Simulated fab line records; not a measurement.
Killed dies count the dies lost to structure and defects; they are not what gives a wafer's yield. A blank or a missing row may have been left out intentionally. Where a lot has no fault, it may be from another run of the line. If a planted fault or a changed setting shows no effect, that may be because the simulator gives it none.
Comparing a struck lot with a sound one -- flow n5 finfet -- 14 out of 1938 route steps
Sound: these wafers, L198.1, L198.4, L198.5. Wafers struck: L211.3, L211.4, L211.5. Last of all comes the cause.
Per side, at each step with rows, come the tool, then ch with its chambers, and then its first start. Under that, the readings that differ: sound wafers -- struck wafers -- difference of the means -- sigmas: that difference in standard deviations of wafers without a fault.
alike: readings with means less than 2 such deviations apart, plus words and numbers identical on both sides. not compared: withheld readings, readings lacking a value on some wafer, bounds such as >300 that could conceal the same value, and numbers that have no deviation in the record and whose values overlap.
The two part at a step that has a row with sigmas, a row that says differs or no value, or rows on one side only. Numbers that don't overlap but have no deviation are shown without sigmas and don't part them. Lack of a reading on every wafer of one side parts them only where that side has two or more wafers.

first, 3 steps without rows for these wafers: N5_DUMMY_REMOVAL_PRECLEAN_04 (cleans in DHF, time 37 s); N5_DUMMY_REMOVAL_SRD_05 (time 30 s); N5_HKMG_FIN_IL_REGROW_00 (material SiO2, chemistry O3, target thk 0.75 nm, time 30 s).
N5_HKMG_FIN_HK_ALD_01: deposits HfO2, target thk 1.6 nm, pulse time 3 s, purge time 3 s.
  sound on ald hk-02 ch 0,1,2, day 4 04:17; struck on ald hk-03 ch 1,2,3, day 7 07:14
  alike: precursor pulse height rel
N5_HKMG_FIN_HK_ANNEAL_02: time 30 s.
  sound on rtp anneal-02 ch 0, day 4 04:43; struck on rtp anneal-01 ch 0, day 7 07:33
  alike: lamp power pct, lamp_zone_2_pct, wafer_temp_C_max
N5_HKMG_FIN_ALD_74: deposits La2O3, target thk 0.5 nm, pulse time 6 s, co reactant pulse time 1 s.
  sound on ald hk-01 ch 0,1,2, day 4 04:55; struck on ald hk-02 ch 0,1, day 7 07:42
  alike: heater power w, precursor pulse height rel
N5_HKMG_FIN_ALD_75: deposits Al2O3, target thk 1 nm, co reactant pulse time 1 s.
  sound on ald hk-01 ch 0,1,2, day 4 05:00; struck on ald hk-02 ch 0,1, day 7 07:47
  alike: heater power w, precursor pulse height rel
then, 5 steps without rows for these wafers: N5_HKMG_FIN_COAT_41 (time 60 s, resist thk 300 nm); N5_HKMG_FIN_COAT_42 (time 60 s, resist thk 35 nm); N5_HKMG_FIN_COAT_43 (resist thk 90 nm); N5_HKMG_FIN_EBR_45; N5_HKMG_FIN_SOFTBAKE_44 (time 60 s).
N5_HKMG_FIN_EXPOSE_46: exposes mask NDIPOLE.
  struck on arfi scanner-01, day 7 08:08; sound on arfi scanner-01 ch 0, day 4 05:13
  no value came back on the struck wafers for exposure dose mJ cm2, focus offset nm (nm); on the sound wafers exposure dose mJ cm2 reads 39.91 39.90 39.99
  alike: mask
then, 1 step without rows for these wafers: N5_HKMG_FIN_PEB_47 (peb time 60 s).

## WHERE THEY PART
N5_HKMG_FIN_EXPOSE_46 only, going by this record.

WHY: what the simulator had put in
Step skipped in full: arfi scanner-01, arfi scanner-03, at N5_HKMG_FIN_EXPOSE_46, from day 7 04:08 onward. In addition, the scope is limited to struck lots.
